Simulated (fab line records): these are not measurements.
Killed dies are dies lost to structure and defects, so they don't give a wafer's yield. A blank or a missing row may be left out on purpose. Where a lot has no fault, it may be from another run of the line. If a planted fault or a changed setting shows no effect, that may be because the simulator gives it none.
fab line records	flow nandHarc
record: lots: 5	wafers: 15	lastDay: 33
route steps=1302 shown P_M1@313 P_M2@318 END@1302
lots that met no fault: from a run of the same line without faults
startH: hours from the record's first day to the start of the lot's first wafer shown	waitH: hours from the lot's prior step to this one	" as in the row above	L1.1+2: a single row standing in for several wafers	- either no value or no given start	* or withheld: withheld	< > ~ a bound
route shown NAME@n: names a module that has steps shown in the file, with the first one's number in the route	usual: the fault-free wafers' mean and standard deviation	same: alike in all rows	chamber/n: place in a boat	sites: per-site readings	_std_site: standard deviation of those values	_edge_site: inner sites' mean taken away from outer sites' mean	radiusMm: how far each site lies from the wafer's centre	mask NAME#n: copy n	behind: tool/chamber where the wafer was last shaped	hold: the reason the lot was held/the length of the hold in hours/how it ended	device: the transistor (n, p or np) that didn't switch	end of line: the tests these same wafers got at the end of their route	a step given without rows: its recipe and nothing more	killed: dies that structure and defects cost at the first sort, which is not the same as the wafer's yield	map: shows each die of a wafer: x if killed, . if not, _ if none is there
set.NAME: the run value of the setting; set.NAME@STEP: its run value at that earlier step	model.NAME: the simulator's own value behind a step, which no gauge read
lots seen at some steps along the route; tables by step, rows by wafer
services: from which hour (startH, from the record's first day; less than 0 if before it) a tool's chamber was out of use, for how many hours, and why
== steps ==
step: NHARC_P_M1_SRD_25
step: NHARC_P_M1_INSPECT_27
usual: rawDefectCount: 306/120
lot.wafer	tool	chamber	startH	waitH	rawDefectCount
L417.2	defectInspect-01	-	145.74	0.0	322
L417.3	"	-	"	"	346
L417.4	"	-	"	"	335
L426.2	defectInspect-01	-	244.00	0.0	288
L426.3	"	-	"	"	168
L426.6	"	-	"	"	397
L435.2	defectInspect-01	-	336.51	0.0	262
L435.3	"	-	"	"	224
L435.6	"	-	"	"	244
L436.2	defectInspect-02	-	336.83	0.0	240
L436.5	"	-	"	"	209
L436.6	"	-	"	"	306
L438.2	defectInspect-02	-	354.95	0.0	322
L438.3	"	-	"	"	195
L438.4	"	-	"	"	209
step: NHARC_P_M1_PRE_CLEAN_32
recipe: timeS: 12	tempC: 370	rfPowerW: 300	gas: NH3
usual: heaterPowerW: 620/74	rfFwdPowerW: 292.5/0.91
lot.wafer	tool	chamber	startH	waitH	heaterPowerW	rfFwdPowerW
L417.2	pecvd-04	2	145.83	0.1	489	292.1
L417.3	"	0	"	"	625	293.0
L417.4	"	2	"	"	488	293.0
L426.3	pecvd-03	2	244.07	0.1	636	292.9
L426.2	"	0	"	"	570	291.7
L426.6	"	0	"	"	541	291.7
L435.3	pecvd-04	1	336.57	0.1	639	293.7
L435.2	"	2	"	"	491	292.5
L435.6	"	0	"	"	619	292.4
L436.2	pecvd-03	2	336.92	0.1	671	293.8
L436.6	"	0	"	"	671	290.9
L436.5	"	2	"	"	683	293.7
L438.3	pecvd-03	0	355.01	0.1	619	293.1
L438.2	"	2	"	"	711	291.8
L438.4	"	2	"	"	688	292.1
step: NHARC_P_M1_DEP_33
recipe: targetThkA: 300	tempC: 370	targetThkNm: 30	pressureTorr: 3	flowSccm: 200	rfW: 450	material: SiCN
usual: chamberPressureTorr: 3.000/0.0075	heaterPowerW: 559/87	rfFwdPowerW: 448.6/1.3
lot.wafer	tool	chamber	startH	waitH	chamberPressureTorr	heaterPowerW	rfFwdPowerW
L417.2	pecvd-04	2	145.94	0.1	3.006	353	448.9
L417.3	"	0	"	"	2.992	528	448.3
L417.4	"	2	"	"	3.007	364	449.3
L426.3	pecvd-03	2	244.14	0.1	2.993	690	449.0
L426.2	"	0	"	"	3.015	560	448.3
L426.6	"	0	"	"	3.009	565	450.3
L435.3	pecvd-04	1	336.65	0.1	3.008	599	448.6
L435.2	"	2	"	"	2.995	351	452.7
L435.6	"	0	"	"	2.996	529	448.8
L436.2	pecvd-03	2	337.06	0.1	2.992	689	446.3
L436.6	"	0	"	"	3.001	486	448.4
L436.5	"	2	"	"	2.999	696	447.1
L438.3	pecvd-03	0	355.10	0.1	3.012	542	446.3
L438.2	"	2	"	"	3.004	601	449.4
L438.4	"	2	"	"	2.999	601	446.7
step: NHARC_P_M2_DEP_00
recipe: targetThkA: 1825	targetThkNm: 182.5	tempC: withheld	pressureTorr: 5	flowSccm: 200	rfW: 600	material: SiOC
step: NHARC_P_M2_DEHYDRATE_01
recipe: tempC: 150	timeS: 120
step: NHARC_P_M2_HMDS_02
recipe: timeS: 30
step: NHARC_P_M2_COAT_34
recipe: tempC: 200	timeS: 65
step: NHARC_P_M2_COAT_03
recipe: spinRpm: 1500	resistThkNm: 90
step: NHARC_P_M2_SOFTBAKE_04
recipe: tempC: 105	timeS: 55
step: NHARC_P_M2_EBR_05
step: NHARC_P_M2_EXPOSE_06
recipe: na: 1.35	targetCdNm: 170	doseMj: 80.78	maskId: P_M2
lot.wafer	tool	chamber	startH	waitH	mask
L417.2+3+4	arfiScanner-03	0	147.00	-	P_M2#0
L426.2+3+6	arfiScanner-01	0	245.23	-	P_M2#0
L435.2+3+6	arfiScanner-01	0	337.79	-	P_M2#0
L436.2+5+6	arfiScanner-03	0	338.09	-	P_M2#0
L438.2+3+4	arfiScanner-03	0	356.08	-	P_M2#0
step: NHARC_P_M2_PEB_07
recipe: pebTempC: 100	pebTimeS: 65
step: NHARC_P_M2_DEVELOP_08
recipe: developTimeS: 35	devTempC: 23
step: NHARC_P_M2_CD_MEAS_09
recipe: targetCdNm: 170	landingEnergyEv: 500
usual: cdNm: 169.8/0.64
lot.wafer	tool	chamber	startH	waitH	cdNm
L417.2	cdSem-01	0	147.14	-	169.0
L417.3	"	0	"	"	169.2
L417.4	"	0	"	"	168.8
L426.2	cdSem-02	0	245.37	-	169.8
L426.3	"	0	"	"	171.2
L426.6	"	0	"	"	169.5
L435.2	cdSem-01	0	337.93	-	169.9
L435.3	"	0	"	"	169.1
L435.6	"	0	"	"	168.3
L436.2	cdSem-02	0	338.23	-	169.7
L436.5	"	0	"	"	171.4
L436.6	"	0	"	"	169.2
L438.2	cdSem-02	0	356.22	-	169.3
L438.3	"	0	"	"	169.3
L438.4	"	0	"	"	169.6
step: NHARC_P_M2_OVL_MEAS_10
recipe: pitchNm: 340
usual: overlayXNm: -0.1/0.83	overlayYNm: -0.1/0.72
lot.wafer	tool	chamber	startH	waitH	overlayXNm	overlayYNm
L417.2	overlay-02	-	147.23	-	0.2	-0.2
L417.3	"	-	"	"	-0.3	-0.1
L417.4	"	-	"	"	0.2	0.0
L426.2	overlay-01	-	245.46	-	-1.0	0.8
L426.3	"	-	"	"	-0.5	1.1
L426.6	"	-	"	"	-0.3	1.0
L435.2	overlay-02	-	338.01	-	0.0	0.2
L435.3	"	-	"	"	0.2	0.1
L435.6	"	-	"	"	0.5	0.0
L436.2	overlay-01	-	338.31	-	-0.5	0.5
L436.5	"	-	"	"	-0.7	0.8
L436.6	"	-	"	"	-1.1	0.6
L438.2	overlay-01	-	356.31	-	0.3	0.1
L438.3	"	-	"	"	-0.4	1.2
L438.4	"	-	"	"	0.0	0.4
step: NHARC_P_M2_INSPECT_11
usual: rawDefectCount: 5.0/2.6
lot.wafer	tool	chamber	startH	waitH	rawDefectCount
L417.2	defectInspect-01	-	147.26	0.0	3
L417.3	"	-	"	"	5
L417.4	"	-	"	"	4
L426.2	defectInspect-02	-	245.49	0.0	1
L426.3	"	-	"	"	2
L426.6	"	-	"	"	2
L435.2	defectInspect-02	-	338.05	0.0	5
L435.3	"	-	"	"	3
L435.6	"	-	"	"	4
L436.2	defectInspect-01	-	338.35	0.0	5
L436.5	"	-	"	"	6
L436.6	"	-	"	"	12
L438.2	defectInspect-02	-	356.34	0.0	5
L438.3	"	-	"	"	7
L438.4	"	-	"	"	5
step: NHARC_P_M2_DESCUM_14
recipe: timeS: 3	o2FlowSccm: 200	arFlowSccm: 0	biasPowerW: 0	chemistry: O2
usual: drypumpMotorCurrentA: 5.66/0.24	oesProductAu: 1.001/0.012	rfVppV: 57.8/0.87	showerheadPlenumPTorr: 1.91/0.073	throttleValvePct: 11.311/0.0092
lot.wafer	tool	chamber	startH	waitH	drypumpMotorCurrentA	oesProductAu	rfHoursCounterH	rfVppV	showerheadPlenumPTorr	throttleValvePct	model.P_M2.cdNm
L417.3	rieDiel-10	2	147.32	0.1	5.53	1.000	3.5	57.5	1.89	11.318	169.1
L417.4	"	0	"	"	5.89	1.015	3.3	58.0	1.95	11.297	169.2
L417.2	"	1	"	"	5.42	0.998	3.4	57.9	1.79	11.296	169.4
L426.3	rieDiel-08	0	245.57	0.1	5.68	0.979	1.5	58.2	1.98	11.325	170
L426.2	"	1	"	"	5.96	1.027	2.1	56.7	1.87	11.303	168.7
L426.6	"	2	"	"	5.81	1.009	-	57.2	1.94	11.295	168.5
L435.2	rieDiel-10	2	338.11	0.1	5.53	0.995	3.6	56.7	1.88	11.343	170.1
L435.3	"	0	"	"	5.89	0.997	2.9	58.0	1.94	11.317	169.1
L435.6	"	2	"	"	5.51	1.009	-	55.2	1.88	11.321	169.3
L436.2	rieDiel-08	2	338.41	0.1	5.82	1.007	7.5	55.9	1.94	11.308	168.7
L436.5	"	2	"	"	5.80	1.005	-	59.0	1.94	11.306	170.3
L436.6	"	3	"	"	5.67	1.002	-	56.3	1.79	11.311	169.1
L438.4	rieDiel-08	3	356.41	0.1	5.72	1.002	6.9	56.7	1.79	11.295	169.3
L438.2	"	1	"	"	5.96	1.017	7.2	58.1	1.87	11.303	168.4
L438.3	"	2	"	"	5.81	1.004	8.0	55.9	1.94	11.310	169
step: NHARC_P_M2_ETCH_35
recipe: targetDepthA: 400	overetchA: 120	timeS: 43.94	ionEnergyEv: 200	n2FlowSccm: 150	h2FlowSccm: 150	arFlowSccm: 0	rfW: 400	biasW: 150	chemistry: N2/H2
usual: drypumpMotorCurrentA: 5.65/0.24	oesProductAu: 1.000/0.012	rfFwdPowerW: 395.1/2.1	rfVppV: 430.4/2.3	showerheadPlenumPTorr: 2.04/0.08	throttleValvePct: 14.171/0.0091
lot.wafer	tool	chamber	startH	waitH	drypumpMotorCurrentA	oesProductAu	rfFwdPowerW	rfHoursCounterH	rfVppV	showerheadPlenumPTorr	throttleValvePct
L417.3	rieDiel-10	2	147.41	0.1	5.53	0.998	394.0	3.5	430.5	2.01	14.158
L417.2	"	3	"	"	5.90	1.001	397.1	3.4	431.5	2.11	14.176
L417.4	"	0	"	"	5.86	1.014	395.7	3.3	431.7	2.08	14.177
L426.2	rieDiel-08	3	245.64	0.1	5.68	0.989	390.9	1.5	426.8	1.91	14.181
L426.3	"	1	"	"	5.95	1.024	392.4	2.1	430.6	2.00	14.169
L426.6	"	3	"	"	5.63	0.988	391.1	-	426.9	1.91	14.172
L435.3	rieDiel-10	3	338.21	0.1	5.91	1.002	397.9	3.0	433.0	2.11	14.189
L435.2	"	2	"	"	5.53	0.992	394.2	3.6	430.7	2.01	14.169
L435.6	"	3	"	"	5.90	1.012	397.7	-	430.8	2.11	14.192
L436.2	rieDiel-08	2	338.50	0.1	5.81	1.010	394.6	7.5	432.0	2.07	14.159
L436.6	"	2	"	"	5.81	1.010	395.8	-	430.9	2.07	14.174
L436.5	"	3	"	"	5.69	0.996	389.3	-	427.0	1.91	14.182
L438.3	rieDiel-08	0	356.50	0.1	5.70	0.981	398.4	6.3	433.1	2.11	14.174
L438.2	"	1	"	"	5.96	1.020	394.4	7.2	428.9	1.99	14.184
L438.4	"	2	"	"	5.81	1.006	393.8	8.0	432.2	2.07	14.161
step: NHARC_P_M2_ETCH_15
recipe: targetDepthA: 1825	timeS: 91.2	c4f8FlowSccm: withheld	arFlowSccm: 400	rfW: 600	biasW: 300	chemistry: C4F8/Ar
usual: oesProductAu: 0.945/0.023	rfFwdPowerW: 595.7/2.6	rfVppV: 440.8/2.4
lot.wafer	tool	chamber	startH	waitH	oesProductAu	rfFwdPowerW	rfHoursCounterH	rfVppV	model.P_M2.cdNm
L417.2	rieDiel-10	0	-	-	0.982	594.4	3.3	442.6	169.1
L417.4	"	2	"	"	0.960	593.4	3.5	440.4	169.1
L417.3	"	3	"	"	0.978	596.0	3.4	442.2	168.5
L426.2	rieDiel-08	3	-	-	0.951	590.1	1.5	437.1	168.7
L426.3	"	0	"	"	0.973	596.3	1.5	441.4	170.3
L426.6	"	3	"	"	0.958	594.7	-	437.6	168.1
L435.2	rieDiel-10	0	-	-	0.962	594.8	2.9	441.9	169.4
L435.3	"	3	"	"	0.960	600.4	3.0	441.0	169.2
L435.6	"	3	"	"	0.961	600.6	-	442.8	169.2
L436.2	rieDiel-08	1	-	-	0.936	592.2	6.5	439.5	169.1
L436.6	"	3	"	"	0.921	589.9	-	437.8	169.1
L436.5	"	0	"	"	0.916	600.2	-	442.5	169.7
L438.4	rieDiel-08	3	-	-	0.919	593.1	6.9	438.0	169.5
L438.2	"	0	"	"	0.907	595.6	6.3	443.5	168.5
L438.3	"	1	"	"	0.943	595.5	7.3	440.2	169
step: NHARC_P_M2_CD_MEAS_16
usual: cdNm: 169.5/1
lot.wafer	tool	chamber	startH	waitH	cdNm
L417.2	cdSem-01	-	147.63	-	169.2
L417.3	"	-	"	"	168.4
L417.4	"	-	"	"	169.1
L426.2	cdSem-01	-	245.86	-	168.5
L426.3	"	-	"	"	170.2
L426.6	"	-	"	"	168.1
L435.2	cdSem-03	-	338.46	-	169.2
L435.3	"	-	"	"	169.5
L435.6	"	-	"	"	169.4
L436.2	cdSem-03	-	338.72	-	169.1
L436.5	"	-	"	"	169.9
L436.6	"	-	"	"	168.8
L438.2	cdSem-02	-	356.71	-	168.3
L438.3	"	-	"	"	169.5
L438.4	"	-	"	"	169.7
step: NHARC_END_SORT_01
recipe: tempC: 25
usual: defectLimitedYield: 91/3.1	killedAtArray: 59/21	killedAtOther: 1.0/1.1	killedAtPeriphery: 4.0/2.6	killedDies: 64/21	killedOpen: 3.2/1.7	killedShort: 2.5/1.5
same: grossDies: 677
lot.wafer	tool	chamber	startH	waitH	defectLimitedYield[%]	killedAtArray	killedAtOther	killedAtPeriphery	killedDies	killedOpen	killedShort
L417.2	prober-01	0	594.40	2.8	96	22	1	3	26	3	3
L417.3	prober-01	0	595.21	3.1	96	24	0	4	28	2	3
L417.4	prober-01	0	596.03	3.4	96	24	2	2	28	4	6
killed by level:class
L417.2 A_CHANNEL_HOLE_D2:chamberFilmFlake=10 A_CONTACT:chamberFilmFlake=3 P_M0:geometricParticle:open=2 A_CHANNEL_HOLE_D1:chamberFilmFlake=2 A_CHANNEL_HOLE_D1:geometricParticle:short=1 A_CHANNEL_HOLE_D2:geometricParticle:short=1 A_CHANNEL_FILL_D2:geometricParticle:short=1 A_M0:geometricParticle:open=1
L417.3 A_CHANNEL_HOLE_D2:chamberFilmFlake=9 A_CHANNEL_HOLE_D1:chamberFilmFlake=4 A_CONTACT:chamberFilmFlake=4 P_GATE:chamberFilmFlake=2 A_DECK1_JOINT:chamberFilmFlake=2 A_STAIRCASE:chamberFilmFlake=2 P_GATE:geometricParticle:open=1 P_M1:geometricParticle:short=1
L417.4 A_CHANNEL_HOLE_D2:chamberFilmFlake=11 A_ONON_D1:geometricParticle:short=2 A_BLC:geometricParticle:open=2 P_GATE:chamberFilmFlake=2 THIN_TSV:chamberFilmFlake=2 A_DECK1_JOINT:geometricParticle:short=1 A_ONON_D2:geometricParticle:open=1 A_SGD_CUT:geometricParticle:short=1
== services ==
tool	chamber	startH	hours	kind
pecvd-03	2	140.18	5.1	repair
rieDiel-08	0	144.80	-	clean
rieDiel-08	1	144.80	-	clean
rieDiel-08	2	144.80	-	clean
rieDiel-08	3	144.80	-	clean
rieDiel-08	0	169.30	-	clean
arfiScanner-03	-	169.92	0.4	repair
pecvd-03	-	185.00	13.0	pm
rieDiel-08	-	190.80	9.0	pm
arfiScanner-03	-	196.00	4.0	pm
rieDiel-10	3	202.06	25.8	repair
rieDiel-10	-	216.66	1.6	repair
arfiScanner-01	-	220.92	7.1	repair
rieDiel-08	1	231.09	10.1	repair
rieDiel-10	-	242.50	9.0	pm
arfiScanner-01	-	243.69	0.7	repair
arfiScanner-01	-	252.00	4.0	pm
pecvd-04	-	269.00	13.0	pm
arfiScanner-01	-	277.71	0.3	repair
rieDiel-10	1	290.51	6.6	repair
arfiScanner-03	-	303.93	4.6	repair
rieDiel-10	1	337.46	2.5	repair
rieDiel-10	1	343.85	5.0	repair
arfiScanner-01	-	344.87	38.2	repair
== key ==
firstSign none at tools or gauges
modelEffect: step: NHARC_P_M2_DESCUM_14	value: P_M2.cdNm	without: 168.4	struck: 170
modelEffect: step: NHARC_P_M2_ETCH_15	value: P_M2.cdNm	without: 168.7	struck: 170.3
metAt NHARC_P_M2_EXPOSE_06
struckWafers L426.3
fault: kind: processParameterDrift	tool: arfiScanner-01	chamber: -	onsetH: 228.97	steps: NHARC_P_M2_EXPOSE_06	channel: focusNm	offset: 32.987	shape: step	endH: 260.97	scope: struckWafersOnly
